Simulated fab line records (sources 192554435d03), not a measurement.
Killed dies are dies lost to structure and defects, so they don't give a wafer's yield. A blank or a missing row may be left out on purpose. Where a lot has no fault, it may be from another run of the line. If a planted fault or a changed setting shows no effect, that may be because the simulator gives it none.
fab line records	flow n5Finfet
[record] lots = 9	wafers = 27	lastDay = 18
route steps=1938 shown BEOL_M3@934 BEOL_M4@1111
lots untouched by any fault: they come from a run of this same line in which no faults occurred
startH: the number of hours between the record's first day and the start of the first shown wafer of the lot	waitH: hours since the lot's step before	" as in the row above	L1.1+2: a row that stands for several wafers	- no value, or no start was given	* or withheld: withheld	< > ~ a bound
route shown NAME@n: NAME is a module with steps in the file, n the number in the route of the first one	usual: mean and standard deviation over wafers with no fault	same: alike in all rows	chamber/n: place in a boat	sites: readings site by site	_std_site: the standard deviation of these	_edge_site: mean of outer sites minus mean of inner sites	radiusMm: for every site, how far away it sits from the centre of the wafer	mask NAME#n: copy n	behind: tool/chamber where the wafer was last shaped	hold: cause of the lot's hold/its duration in hours/its outcome	device: which transistor (n, p or np) failed to switch	end of line: the same wafers' tests at the end of the route	step lacking rows: just its recipe	killed: dies lost to structure and defects at the first sort, not the wafer's yield	map: per-die view of a wafer (x killed, . not killed, _ where there is no die)
set.NAME: the run value of the setting; set.NAME@STEP: its run value at that earlier step	model.NAME: the simulator's own value behind a step, which no gauge read
the route's steps for a sample of lots (tables are steps, rows are wafers)
services: a tool's chamber out of use, with start hour (startH, from the record's first day; less than 0 if before it), hours out, and reason
[[steps]]
[step N5_BEOL_M3_HM_DEP_02]
[recipe] material = TiN	targetThkA = 200	tempC = 25	chamberPressurePa = 0.49996
[usual] throttleValvePct = 30.2/0.89
lot.wafer	tool	chamber	startH	waitH	throttleValvePct
L313.1	pvdSputter-01	-	147.80	1.5	29.8
L313.2	"	-	"	"	29.6
L313.3	"	-	"	"	30.9
L315.3	pvdSputter-01	-	164.24	0.8	30.0
L315.4	"	-	"	"	29.8
L315.6	"	-	"	"	29.7
L323.2	pvdSputter-01	-	208.35	0.2	29.9
L323.4	"	-	"	"	30.5
L323.5	"	-	"	"	30.6
L324.2	pvdSputter-03	-	219.17	0.2	30.5
L324.3	"	-	"	"	31.1
L324.6	"	-	"	"	31.1
L330.1	pvdSputter-03	-	245.46	0.4	31.1
L330.2	"	-	"	"	30.6
L330.3	"	-	"	"	29.0
L329.1	pvdSputter-03	-	245.56	0.2	30.4
L329.4	"	-	"	"	29.8
L329.5	"	-	"	"	30.8
L333.2	pvdSputter-03	-	282.21	1.6	28.9
L333.4	"	-	"	"	29.8
L333.6	"	-	"	"	31.0
L334.1	pvdSputter-02	-	283.16	0.1	27.8
L334.2	"	-	"	"	32.8
L334.4	"	-	"	"	30.1
L335.2	pvdSputter-01	-	288.22	1.4	29.7
L335.4	"	-	"	"	29.7
L335.5	"	-	"	"	29.6
[step N5_BEOL_M3_DESCUM_16]
[recipe] chemistry = O2	timeS = 7	sourcePowerW = 50	biasPowerW = 20	pressureMtorr = 20	rfFrequencyHz = 2.712e+07	tempC = 40	resist = CAR-EUV	o2FlowSccm = 225
[usual] biasPowerW = 20.00/0.06	drypumpMotorCurrentA = 5.9/0.33	oesProductAu = 0.79/0.083	rfVppV = 243.5/1	showerheadPlenumPTorr = 2.11/0.04	throttleValvePct = 20.45/0.21
[same] timeS = 7
lot.wafer	tool	chamber	startH	waitH	biasPowerW	drypumpMotorCurrentA	oesProductAu	rfHoursCounterH	rfVppV	showerheadPlenumPTorr	throttleValvePct
L313.1	rieDiel-02	3	148.53	0.2	19.92	5.7	0.75	138	242.8	2.10	20.17
L313.2	"	0	"	"	20.04	5.4	0.83	68	243.4	2.11	20.29
L313.3	"	1	"	"	20.06	6.4	0.75	162	242.4	2.08	20.62
L315.3	rieDiel-01	3	164.75	0.0	20.06	5.8	0.79	111	242.6	2.02	20.66
L315.4	"	0	"	"	20.10	6.3	0.67	245	245.5	2.15	20.35
L315.6	"	2	"	"	19.96	5.5	0.69	-	243.5	2.16	20.74
L323.2	rieDiel-01	1	208.99	0.0	19.95	5.9	0.66	241	243.5	2.05	20.39
L323.4	"	3	"	"	20.04	5.8	0.78	-	243.1	2.01	20.68
L323.5	"	1	"	"	20.01	5.9	0.66	-	242.2	2.05	20.40
L324.2	rieDiel-01	1	219.81	0.0	20.00	5.9	0.67	245	242.4	2.05	20.40
L324.3	"	2	"	"	19.97	5.5	0.67	227	244.5	2.16	20.77
L324.6	"	2	"	"	20.01	5.5	0.67	-	245.4	2.16	20.77
L330.1	rieDiel-01	2	246.33	0.2	19.99	5.5	0.66	236	245.8	2.15	20.80
L330.2	"	0	"	"	19.98	6.3	0.95	10	243.6	2.14	19.99
L330.3	"	3	"	"	20.00	5.8	0.78	136	241.9	2.01	20.67
L329.1	rieDiel-05	0	246.40	0.2	19.95	6.1	0.85	61	243.6	2.13	20.62
L329.4	"	1	"	"	20.00	5.8	0.86	55	244.2	2.12	20.07
L329.5	"	0	"	"	20.05	6.1	0.84	-	243.5	2.13	20.60
L333.2	rieDiel-05	1	282.85	0.0	19.99	5.9	0.84	66	243.8	2.12	20.09
L333.4	"	2	"	"	19.95	5.5	0.79	-	244.6	2.12	20.42
L333.6	"	0	"	"	20.11	6.1	0.83	-	243.5	2.13	20.62
L334.1	rieDiel-05	0	283.67	0.0	19.97	6.1	0.83	73	244.1	2.12	20.62
L334.2	"	1	"	"	20.00	5.9	0.84	66	244.3	2.12	20.08
L334.4	"	2	"	"	19.97	5.5	0.78	-	244.6	2.12	20.42
L335.2	rieDiel-05	2	288.73	0.0	20.09	5.5	0.77	94	242.7	2.12	20.44
L335.4	"	0	"	"	20.11	6.1	0.83	-	245.1	2.12	20.64
L335.5	"	1	"	"	20.15	5.9	0.84	-	244.1	2.12	20.06
[step N5_BEOL_M3_ETCH_74]
[recipe] chemistry = N2/H2	target = underlayer	targetDepthA = 65	maskMaterial = CAR-EUV	timeS = 5.2	ionEnergyEv = 200	pressureMtorr = 30	sourceW = 840	biasW = 150	n2FlowSccm = 200	h2FlowSccm = 200	ends = cleared
[usual] biasW = 150.1/0.44	drypumpMotorCurrentA = 5.9/0.33	etchRfOnTimeS = 5.16/0.11	oesProductAu = 0.67/0.072	rfVppV = 524.4/1.8	showerheadPlenumPTorr = 2.56/0.045	throttleValvePct = 17.89/0.24
lot.wafer	tool	chamber	startH	waitH	biasW	drypumpMotorCurrentA	etchRfOnTimeS	oesProductAu	rfHoursCounterH	rfVppV	showerheadPlenumPTorr	throttleValvePct
L313.1	rieDiel-02	3	148.57	0.0	150.4	5.6	5.20	0.64	138	523.5	2.55	17.63
L313.2	"	0	"	"	149.5	5.4	5.15	0.68	68	527.5	2.58	17.81
L313.3	"	1	"	"	149.9	6.4	5.14	0.65	162	523.1	2.54	18.15
L315.3	rieDiel-01	3	164.78	0.0	149.6	5.8	5.22	0.68	111	522.0	2.46	18.09
L315.4	"	0	"	"	149.4	6.3	5.33	0.58	245	525.5	2.60	17.74
L315.6	"	2	"	"	150.1	5.5	5.17	0.60	-	526.4	2.63	18.19
L323.2	rieDiel-01	1	209.03	0.0	149.5	5.9	5.38	0.56	241	522.3	2.51	17.85
L323.4	"	3	"	"	150.4	5.8	5.28	0.67	-	519.9	2.45	18.14
L323.5	"	1	"	"	150.4	5.9	5.39	0.57	-	523.3	2.51	17.87
L324.2	rieDiel-01	1	219.84	0.0	150.3	5.9	5.38	0.58	245	522.3	2.50	17.89
L324.3	"	2	"	"	149.8	5.5	5.23	0.57	227	524.6	2.62	18.20
L324.6	"	2	"	"	150.3	5.5	5.24	0.58	-	526.5	2.62	18.24
L330.1	rieDiel-01	2	246.36	0.0	151.0	5.5	5.21	0.58	236	525.8	2.61	18.26
L330.2	"	0	"	"	149.7	6.3	5.15	0.81	10	524.7	2.60	17.33
L330.3	"	3	"	"	150.4	5.8	5.16	0.66	136	520.3	2.45	18.16
L329.1	rieDiel-05	0	246.44	0.0	150.0	6.1	5.13	0.73	61	525.5	2.58	18.00
L329.4	"	1	"	"	150.2	5.9	5.23	0.74	55	524.4	2.57	17.45
L329.5	"	0	"	"	149.7	6.1	5.03	0.73	-	523.6	2.58	18.02
L333.2	rieDiel-05	1	282.89	0.0	149.7	5.9	5.23	0.72	66	527.2	2.57	17.44
L333.4	"	2	"	"	149.8	5.5	5.26	0.66	-	524.2	2.57	17.82
L333.6	"	0	"	"	149.7	6.1	5.09	0.72	-	523.9	2.58	18.02
L334.1	rieDiel-05	0	283.71	0.0	150.1	6.1	4.96	0.72	73	525.4	2.58	17.97
L334.2	"	1	"	"	150.1	5.9	5.15	0.72	66	524.0	2.57	17.45
L334.4	"	2	"	"	150.1	5.5	5.15	0.67	-	525.1	2.57	17.81
L335.2	rieDiel-05	2	288.76	0.0	149.8	5.5	5.17	0.67	94	521.9	2.57	17.79
L335.4	"	0	"	"	149.9	6.1	5.08	0.72	-	525.7	2.57	17.99
L335.5	"	1	"	"	150.5	5.9	5.28	0.71	-	525.8	2.57	17.42
[step N5_BEOL_M3_ETCH_64]
[recipe] chemistry = N2/H2	target = SOC	targetDepthA = 750	overetchA = 150	maskMaterial = SiARC	tempC = 40	timeS = 112.5	ionEnergyEv = 200	pressureMtorr = 30	sourceW = 840	biasW = 150	n2FlowSccm = 200	h2FlowSccm = 200
[usual] biasW = 150.1/0.46	drypumpMotorCurrentA = 5.9/0.33	oesProductAu = 0.62/0.061	rfVppV = 524.4/1.5	showerheadPlenumPTorr = 2.56/0.045	throttleValvePct = 17.85/0.24
[same] timeS = 112.5
lot.wafer	tool	chamber	startH	waitH	biasW	drypumpMotorCurrentA	oesProductAu	rfHoursCounterH	rfVppV	showerheadPlenumPTorr	throttleValvePct
L313.1	rieDiel-02	3	148.61	0.0	150.0	5.7	0.60	138	523.4	2.55	17.60
L313.2	"	0	"	"	150.3	5.5	0.64	68	524.5	2.58	17.76
L313.3	"	1	"	"	150.6	6.4	0.59	162	523.4	2.54	18.12
L315.3	rieDiel-01	3	164.83	0.0	150.6	5.8	0.63	111	522.7	2.46	18.06
L315.4	"	0	"	"	149.8	6.3	0.54	245	526.9	2.60	17.69
L315.6	"	2	"	"	149.9	5.5	0.54	-	527.4	2.63	18.16
L323.2	rieDiel-01	1	209.07	0.0	108.1	5.9	0.53	241	424.5	2.51	17.83
L323.4	"	3	"	"	149.5	5.8	0.62	-	522.2	2.45	18.09
L323.5	"	1	"	"	108.3	5.9	0.54	-	423.8	2.51	17.82
L324.2	rieDiel-01	1	219.89	0.0	107.9	6.0	0.54	245	425.7	2.51	17.83
L324.3	"	2	"	"	150.5	5.5	0.54	227	525.9	2.62	18.18
L324.6	"	2	"	"	149.5	5.5	0.54	-	526.2	2.62	18.20
L330.1	rieDiel-01	2	246.41	0.0	150.4	5.5	0.54	236	526.8	2.61	18.19
L330.2	"	0	"	"	149.8	6.3	0.75	10	525.7	2.60	17.30
L330.3	"	3	"	"	150.3	5.8	0.62	136	521.3	2.45	18.12
L329.1	rieDiel-05	0	246.48	0.0	150.6	6.1	0.67	61	524.9	2.58	17.94
L329.4	"	1	"	"	150.5	5.9	0.68	55	524.8	2.57	17.40
L329.5	"	0	"	"	150.2	6.1	0.67	-	524.1	2.58	17.93
L333.2	rieDiel-05	1	282.93	0.0	150.2	5.9	0.67	66	524.1	2.57	17.41
L333.4	"	2	"	"	150.5	5.5	0.62	-	524.4	2.57	17.76
L333.6	"	0	"	"	150.9	6.0	0.66	-	524.0	2.58	17.96
L334.1	rieDiel-05	0	283.75	0.0	149.8	6.1	0.66	73	525.5	2.58	17.98
L334.2	"	1	"	"	150.4	5.9	0.66	66	524.8	2.57	17.42
L334.4	"	2	"	"	149.5	5.5	0.62	-	524.1	2.57	17.76
L335.2	rieDiel-05	2	288.81	0.0	148.7	5.5	0.62	94	522.6	2.57	17.78
L335.4	"	0	"	"	150.3	6.1	0.66	-	524.9	2.57	17.97
L335.5	"	1	"	"	149.6	5.9	0.66	-	527.3	2.57	17.43
[step N5_BEOL_M4_RC_MEAS_101]
[usual] DIBL_N = 36.4/1.4	DIBL_P = 36.3/1.8	IOFF_N = 0.163/0.024	IOFF_P = 0.21/0.034	ION_N = 673/11	ION_P = 461/7.4	SS_N = 71.6/0.52	SS_P = 73.3/0.58	VT_N = 249.4/2.5	VT_P = -250/3.5
lot.wafer	tool	chamber	startH	waitH	DIBL_N[mV/V]	DIBL_P[mV/V]	IOFF_N[nA/um]	IOFF_P[nA/um]	ION_N[uA/um]	ION_P[uA/um]	SS_N[mV/dec]	SS_P[mV/dec]	VT_N[mV]	VT_P[mV]
L313.1	prober-02	0	170.66	0.0	37.2	37.1	0.176	0.21	668	451	71.9	73.0	248.3	-249
L313.2	"	0	"	"	36.7	37.9	0.180	0.23	684	467	71.8	73.3	248.2	-249
L313.3	"	0	"	"	37.6	37.5	0.190	0.22	673	456	71.6	72.7	248.1	-249
L315.3	prober-02	0	186.20	0.3	36.8	37.2	0.173	0.19	674	449	71.8	73.8	246.7	-254
L315.4	"	0	"	"	36.2	36.3	0.167	0.19	685	455	71.4	72.5	246.7	-254
L315.6	"	0	"	"	35.0	35.3	0.147	0.17	668	453	71.9	72.8	251.3	-254
L323.2	prober-01	0	228.92	0.2	34.6	33.8	0.134	0.18	676	462	71.2	71.9	249.4	-255
L323.4	"	0	"	"	36.2	35.3	0.156	0.19	675	458	71.5	74.2	248.3	-251
L323.5	"	0	"	"	35.7	34.9	0.144	0.19	675	463	71.9	73.3	249.2	-254
L324.2	prober-01	0	239.74	0.2	35.9	36.1	0.165	0.21	677	465	71.0	73.2	247.3	-251
L324.3	"	0	"	"	38.3	39.3	0.228	0.28	700	470	71.9	74.8	245.2	-246
L324.6	"	0	"	"	35.1	35.2	0.151	0.20	670	458	71.2	73.3	249.2	-251
L330.1	prober-01	0	262.24	0.0	35.6	34.6	0.142	0.17	658	449	71.2	72.6	251.1	-254
L330.2	"	0	"	"	35.3	34.4	0.139	0.17	671	454	71.2	72.4	253.0	-258
L330.3	"	0	"	"	37.2	37.2	0.175	0.21	675	463	71.5	73.6	246.6	-252
L329.1	prober-01	0	266.60	0.0	36.4	37.2	0.175	0.22	676	461	71.5	73.4	248.3	-248
L329.4	"	0	"	"	34.9	35.6	0.147	0.19	683	465	70.5	72.6	248.1	-251
L329.5	"	0	"	"	35.2	36.2	0.153	0.19	682	468	70.8	72.1	249.0	-251
L334.1	prober-02	0	300.13	0.0	35.3	31.4	0.130	0.15	674	453	71.3	72.9	250.6	-258
L334.2	"	0	"	"	34.5	30.9	0.117	0.14	669	450	70.8	72.6	251.5	-257
L334.4	"	0	"	"	35.9	32.4	0.137	0.16	660	446	70.6	72.0	250.8	-255
L333.2	prober-02	0	303.23	0.2	35.1	34.8	0.137	0.19	665	460	70.9	73.0	250.8	-250
L333.4	"	0	"	"	36.0	35.2	0.146	0.20	666	455	71.1	72.9	251.1	-250
L333.6	"	0	"	"	35.1	35.0	0.142	0.20	662	456	70.9	72.6	248.0	-248
L335.2	prober-01	0	306.09	0.2	37.4	35.5	0.158	0.23	674	466	71.0	73.2	249.3	-247
L335.4	"	0	"	"	40.3	38.7	0.217	0.30	691	465	72.4	73.9	245.3	-242
L335.5	"	0	"	"	36.6	33.9	0.146	0.22	656	458	71.6	72.1	254.2	-247
[[services]]
tool	chamber	startH	hours	kind
pvdSputter-03	-	134.61	4.0	repair
rieDiel-02	2	138.40	-	clean
rieDiel-02	2	138.40	-	consumableReplace:focusRing
rieDiel-02	2	138.40	25.0	scheduledDown
rieDiel-02	2	138.40	25.0	ventCycle
rieDiel-01	3	147.65	1.5	repair
rieDiel-02	3	191.01	10.1	repair
rieDiel-01	0	196.11	-	clean
rieDiel-01	0	196.11	-	consumableReplace:focusRing
rieDiel-01	0	196.11	21.7	scheduledDown
rieDiel-01	0	196.11	21.7	ventCycle
rieDiel-05	1	210.89	6.7	repair
rieDiel-01	1	233.89	-	clean
rieDiel-01	1	233.89	-	consumableReplace:focusRing
rieDiel-01	1	233.89	18.3	scheduledDown
rieDiel-01	1	233.89	18.3	ventCycle
rieDiel-02	-	275.29	0.6	repair
rieDiel-05	3	281.88	-	clean
rieDiel-05	3	281.88	-	consumableReplace:focusRing
rieDiel-05	3	281.88	15.8	scheduledDown
rieDiel-05	3	281.88	15.8	ventCycle
[[key]]
[firstSign] step = N5_BEOL_M3_ETCH_64	reading = biasW	direction = down	sigmas = 92	usual = *	struck = *
[effect] step = N5_BEOL_M3_ETCH_64	reading = rfVppV	direction = down	sigmas = 66	usual = 524.4	struck = 424.6
metAt N5_BEOL_M3_ETCH_64
struckLots L323,L324
struckWafers L323.2,L323.5,L324.2
notActingAt N5_BEOL_M3_HM_DEP_02,N5_BEOL_M3_DESCUM_16,N5_BEOL_M3_ETCH_74
[fault] kind = processParameterDrift	tool = rieDiel-01	chamber = 1	onsetH = 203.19	steps = N5_BEOL_M3_ETCH_64	channel = biasW	offset = *	shape = step	endH = 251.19	actsIn = *	stated = *
